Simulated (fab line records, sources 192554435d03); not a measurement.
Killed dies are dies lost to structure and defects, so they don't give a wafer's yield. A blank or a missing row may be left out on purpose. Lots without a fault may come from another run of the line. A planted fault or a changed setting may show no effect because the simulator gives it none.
fab line records | flow n5_finfet
record lots=6 wafers=18 last_day=19
route steps=1938 shown BEOL_M12@1625
lots that met no fault: from a run of the same line without faults
start_h: hours from the record's first day to the start of the lot's first wafer shown | wait_h: hours since the lot's step before | " the same as in the row above | L1.1+2: a row that stands for several wafers | - no value, or no start given | * or withheld: withheld | < > ~ a bound
route shown NAME@n: a module of which the file shows steps, and the number in the route of the first | usual: mean/standard deviation of fault-free wafers | same: alike in all rows | chamber/n: place in a boat | sites: the reading at each site | _std_site: their standard deviation | _edge_site: outer sites' mean less inner sites' | radius_mm: how far each site lies from the wafer's centre | mask NAME#n: copy n | behind: the tool/chamber that last shaped the wafer | hold: why the lot was held/for how many hours/how that ended | device: the transistor (n, p or np) that didn't switch | end of line: the same wafers' tests at the end of the route | a step without rows: its recipe alone | killed: dies lost to structure and defects at the first sort, not the wafer's yield | map: a wafer's dies, x killed, . not, _ none there
set.NAME: the setting as run; set.NAME@STEP: as run at that earlier step | model.NAME: the simulator's own value behind a step, which no gauge read
lots at some steps of the route; a table a step, a row a wafer
services: from which hour (start_h, from the record's first day; less than 0 if before it) a tool's chamber was out of use, for how many hours, and why
## steps
# step N5_BEOL_M12_COAT_22
# recipe spin_rpm=2888 resist_thk_nm=300
# step N5_BEOL_M12_EBR_24
# recipe solvent=PGMEA ebr_width_mm=1.5
# step N5_BEOL_M12_SOFTBAKE_23
# recipe temp_c=130 time_s=60
# step N5_BEOL_M12_EXPOSE_25
# recipe mask_id=M12 na=0.93 source_shape=conventional sigma_outer=0.4 polarization=unpolarized dose_mj=21.8
# step N5_BEOL_M12_PEB_26
# recipe peb_temp_c=130 peb_time_s=90
# step N5_BEOL_M12_DEVELOP_27
# recipe develop_time_s=45 rinse_liquid=diw dry=air_spin dev_temp_c=21
# step N5_BEOL_M12_HARDBAKE_32
# recipe temp_c=130 time_s=120
# step N5_BEOL_M12_CD_MEAS_28
# recipe target_cd_nm=160.2 landing_energy_ev=500 detector=se_inlens polarity=opening
# usual cd_nm=160.4/1.1
# columns lot.wafer tool chamber start_h wait_h cd_nm
L192.1 cd_sem-02 0 291.99 - 160.2
L192.5 " 0 " " 159.6
L192.6 " 0 " " 159.8
L201.3 cd_sem-03 0 326.70 - 160.3
L201.5 " 0 " " 159.7
L201.6 " 0 " " 158.2
L202.1 cd_sem-02 0 348.02 - 159.9
L202.4 " 0 " " 160.6
L202.5 " 0 " " 160.6
L203.2 cd_sem-02 0 356.86 - 161.3
L203.3 " 0 " " 162.7
L203.5 " 0 " " 162.0
L204.1 cd_sem-02 0 360.42 - 158.8
L204.4 " 0 " " 159.8
L204.6 " 0 " " 159.5
L213.4 cd_sem-01 0 420.19 - 160.5
L213.5 " 0 " " 160.7
L213.6 " 0 " " 160.5
# step N5_BEOL_M12_OVL_MEAS_29
# recipe points_per_wafer=44
# usual M12_OVL=-2/4.6
# columns lot.wafer tool chamber start_h wait_h M12_OVL[nm]
L192.1 overlay-01 0 292.02 0.0 1
L192.5 " 0 " " 3
L192.6 " 0 " " 2
L201.3 overlay-02 0 326.73 0.0 -10
L201.5 " 0 " " 0
L201.6 " 0 " " -6
L202.1 overlay-02 0 348.06 0.0 0
L202.4 " 0 " " 4
L202.5 " 0 " " 2
L203.2 overlay-01 0 356.89 0.0 -6
L203.3 " 0 " " -6
L203.5 " 0 " " -1
L204.1 overlay-02 0 360.45 0.0 4
L204.4 " 0 " " 5
L204.6 " 0 " " 4
L213.4 overlay-01 0 420.22 0.0 -7
L213.5 " 0 " " -9
L213.6 " 0 " " -10
# step N5_BEOL_M12_INSPECT_30
# recipe mode=adi inspect_instrument=macro
# usual raw_defect_count=2.3/1.4
# columns lot.wafer tool chamber start_h wait_h raw_defect_count
L192.1 defect_inspect-01 - 292.04 0.0 2
L192.5 " - " " 2
L192.6 " - " " 1
L201.3 defect_inspect-02 - 326.75 0.0 2
L201.5 " - " " 1
L201.6 " - " " 1
L202.1 defect_inspect-01 - 348.08 0.0 1
L202.4 " - " " 0
L202.5 " - " " 4
L203.2 defect_inspect-02 - 356.91 0.0 4
L203.3 " - " " 2
L203.5 " - " " 2
L204.1 defect_inspect-01 - 360.47 0.0 1
L204.4 " - " " 3
L204.6 " - " " 1
L213.4 defect_inspect-01 - 420.24 0.0 2
L213.5 " - " " 5
L213.6 " - " " 3
# step N5_BEOL_M12_DESCUM_33
# recipe chemistry=O2 time_s=7.9 source_power_w=50 bias_power_w=20 pressure_mtorr=20 rf_frequency_hz=2.712e+07 temp_c=40 o2_flow_sccm=225
# usual drypump_motor_current_A=5.8/0.42 oes_product_au=0.77/0.07 rf_vpp_V=243.5/1.2 showerhead_plenum_p_Torr=2.12/0.058 throttle_valve_pct=20.48/0.19
# columns lot.wafer tool chamber start_h wait_h drypump_motor_current_A oes_product_au rf_hours_counter_h rf_vpp_V showerhead_plenum_p_Torr throttle_valve_pct
L192.1 rie_diel-04 0 292.08 0.0 6.4 0.86 50 245.6 2.21 20.35
L192.5 " 1 " " 5.3 0.76 - 242.3 2.09 20.15
L192.6 " 0 " " 6.4 0.87 - 246.2 2.21 20.34
L201.3 rie_diel-01 1 326.83 0.1 5.7 0.78 132 241.8 2.10 20.46
L201.5 " 1 " " 5.7 0.77 - 243.2 2.10 20.47
L201.6 " 0 " " 5.7 0.81 - 245.4 2.19 20.54
L202.1 rie_diel-04 1 348.11 0.0 5.3 0.74 156 241.9 2.08 20.19
L202.4 " 3 " " 6.5 0.71 234 244.2 2.16 20.33
L202.5 " 1 " " 5.3 0.74 - 241.9 2.08 20.19
L203.2 rie_diel-04 0 356.95 0.0 6.4 0.84 71 243.5 2.20 20.36
L203.3 " 3 " " 6.5 0.72 237 244.0 2.16 20.32
L203.5 " 0 " " 6.4 0.83 - 245.3 2.20 20.39
L204.1 rie_diel-01 3 361.04 0.6 5.6 0.72 198 242.5 2.07 20.65
L204.4 " 2 " " 6.2 0.79 126 241.9 2.01 20.62
L204.6 " 1 " " 5.8 0.77 - 243.4 2.10 20.47
L213.4 rie_diel-06 1 420.29 0.0 5.7 0.76 - 242.7 2.09 20.57
L213.5 " 3 " " 5.9 0.69 - 242.9 2.07 20.58
L213.6 " 0 " " 6.0 0.94 - 244.1 2.05 20.38
# step N5_BEOL_M12_ETCH_67
# recipe chemistry=CF4 target=SiARC target_depth_a=1430 time_s=238.3 ion_energy_ev=80 pressure_mtorr=40 source_w=545 bias_w=36 Ar_flow_sccm=100 cf4_flow_sccm=100 ends=cleared
# usual drypump_motor_current_A=5.8/0.42 etch_rf_on_time_s=237.8/3 oes_product_au=0.66/0.059 rf_vpp_V=184.2/1 showerhead_plenum_p_Torr=2.16/0.055 throttle_valve_pct=15.66/0.17
# columns lot.wafer tool chamber start_h wait_h drypump_motor_current_A etch_rf_on_time_s oes_product_au rf_hours_counter_h rf_vpp_V showerhead_plenum_p_Torr throttle_valve_pct
L192.1 rie_diel-04 0 292.11 0.0 6.4 232.9 0.74 51 185.3 2.26 15.55
L192.5 " 1 " " 5.3 238.1 0.65 - 184.4 2.14 15.38
L192.6 " 0 " " 6.4 231.5 0.75 - 186.2 2.26 15.54
L201.3 rie_diel-01 1 326.87 0.0 5.8 235.0 0.67 132 183.9 2.14 15.60
L201.5 " 1 " " 5.8 235.7 0.67 - 184.5 2.14 15.61
L201.6 " 0 " " 5.7 240.2 0.68 - 184.8 2.23 15.67
L202.1 rie_diel-04 1 348.15 0.0 5.3 240.8 0.63 156 184.9 2.13 15.44
L202.4 " 3 " " 6.5 241.4 0.61 234 184.8 2.20 15.57
L202.5 " 1 " " 5.3 241.4 0.64 - 183.1 2.13 15.45
L203.2 rie_diel-04 0 356.98 0.0 6.4 235.3 0.72 71 185.4 2.25 15.57
L203.3 " 3 " " 6.5 242.7 0.60 237 184.8 2.20 15.57
L203.5 " 0 " " 6.4 236.2 0.71 - 184.7 2.25 15.58
L204.1 rie_diel-01 3 361.07 0.0 5.6 242.0 0.60 198 183.2 2.13 15.87
L204.4 " 2 " " 6.3 236.8 0.66 126 183.1 2.07 15.83
L204.6 " 1 " " 5.8 237.9 0.66 - 185.6 2.14 15.63
L213.4 rie_diel-06 1 420.38 0.1 5.7 239.4 0.65 - 184.2 2.14 15.79
L213.5 " 3 " " 5.9 236.8 0.59 - 184.0 2.11 15.70
L213.6 " 0 " " 6.0 232.2 0.81 - 182.6 2.10 15.45
# step N5_BEOL_M12_ETCH_68
# recipe chemistry=N2/H2 target=SOC mask_material=SiARC source_w=3000 bias_w=350 temp_c=40 time_s=285 ion_energy_ev=200 pressure_mtorr=30 n2_flow_sccm=200 h2_flow_sccm=200
# usual drypump_motor_current_A=5.8/0.42 oes_product_au=0.77/0.068 rf_vpp_V=524.7/2.2 showerhead_plenum_p_Torr=2.57/0.072 throttle_valve_pct=17.82/0.21
# columns lot.wafer tool chamber start_h wait_h drypump_motor_current_A oes_product_au rf_hours_counter_h rf_vpp_V showerhead_plenum_p_Torr throttle_valve_pct model.SiARC_of_BEOL_M12_COAT_66.thk_nm
L192.1 rie_diel-04 0 292.26 0.1 6.4 0.86 51 529.3 2.70 17.67 85
L192.5 " 1 " " 5.3 0.76 - 523.2 2.54 17.45 85.6
L192.6 " 0 " " 6.4 0.86 - 528.4 2.70 17.70 85.2
L201.3 rie_diel-01 1 327.01 0.1 5.8 0.77 132 523.5 2.55 17.81 85.4
L201.5 " 1 " " 5.8 0.78 - 523.2 2.55 17.81 85.6
L201.6 " 0 " " 5.7 0.79 - 527.7 2.67 17.91 85.4
L202.1 rie_diel-04 1 348.29 0.1 5.3 0.75 156 522.2 2.53 17.50 85.4
L202.4 " 3 " " 6.5 0.71 234 524.7 2.61 17.59 76.2
L202.5 " 1 " " 5.3 0.75 - 524.1 2.53 17.50 75.6
L203.2 rie_diel-04 0 357.13 0.1 6.4 0.84 71 528.1 2.69 17.73 75.8
L203.3 " 3 " " 6.5 0.71 237 525.0 2.61 17.60 85.8
L203.5 " 0 " " 6.4 0.83 - 528.6 2.69 17.72 75.8
L204.1 rie_diel-01 3 361.22 0.1 5.6 0.71 198 521.8 2.52 18.00 86.2
L204.4 " 2 " " 6.2 0.77 127 520.3 2.45 17.93 85.8
L204.6 " 1 " " 5.8 0.77 - 523.0 2.55 17.82 85.8
L213.4 rie_diel-06 1 420.54 0.1 5.7 0.76 - 523.8 2.54 17.91 85.4
L213.5 " 3 " " 5.9 0.69 - 523.7 2.50 17.84 85.8
L213.6 " 0 " " 6.0 0.94 - 522.3 2.49 17.70 84.8
# step N5_BEOL_M12_STRIP_69
# recipe chemistry=N2/H2 temp_c=40 n2_flow_sccm=200 h2_flow_sccm=200 rf_frequency_hz=6e+07
## services
# columns tool chamber start_h hours kind
rie_diel-06 1 301.28 8.3 repair
rie_diel-06 - 310.71 2.8 pm
rie_diel-01 0 311.39 14.6 repair
rie_diel-04 2 317.65 - clean
rie_diel-04 2 317.65 - consumable_replace:focus_ring
rie_diel-04 2 317.65 19.5 scheduled_down
rie_diel-04 2 317.65 19.5 vent_cycle
rie_diel-01 1 323.83 2.3 repair
rie_diel-04 0 328.48 9.2 repair
rie_diel-01 1 337.50 9.0 repair
rie_diel-01 3 376.33 6.9 repair
rie_diel-06 0 377.94 8.3 repair
rie_diel-06 0 386.49 - clean
rie_diel-06 0 386.49 - consumable_replace:esc
rie_diel-06 0 386.49 - consumable_replace:focus_ring
rie_diel-06 0 386.49 24.7 scheduled_down
rie_diel-06 0 386.49 24.7 vent_cycle
rie_diel-01 2 397.61 35.8 repair
rie_diel-04 3 401.11 - clean
rie_diel-04 3 401.11 - consumable_replace:focus_ring
rie_diel-04 3 401.11 15.5 scheduled_down
rie_diel-04 3 401.11 15.5 vent_cycle
rie_diel-06 2 401.88 2.7 repair
rie_diel-06 1 416.73 1.6 repair
## key
first_sign none at tools or gauges
model_effect step=N5_BEOL_M12_ETCH_68 value=SiARC_of_BEOL_M12_COAT_66.thk_nm without=85.35 struck=75.85
met_at N5_BEOL_M12_ETCH_68
struck_wafers L202.4,L202.5,L203.2,L203.5
onset_between 292.26 348.29
fault kind=process_parameter_drift tool=rie_diel-04 chamber=- onset_h=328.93 steps=N5_BEOL_M12_ETCH_68 channel=target_depth_a offset=2249 shape=step end_h=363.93 scope=struck_wafers_only acts_in=these_recipes_only stated=5700
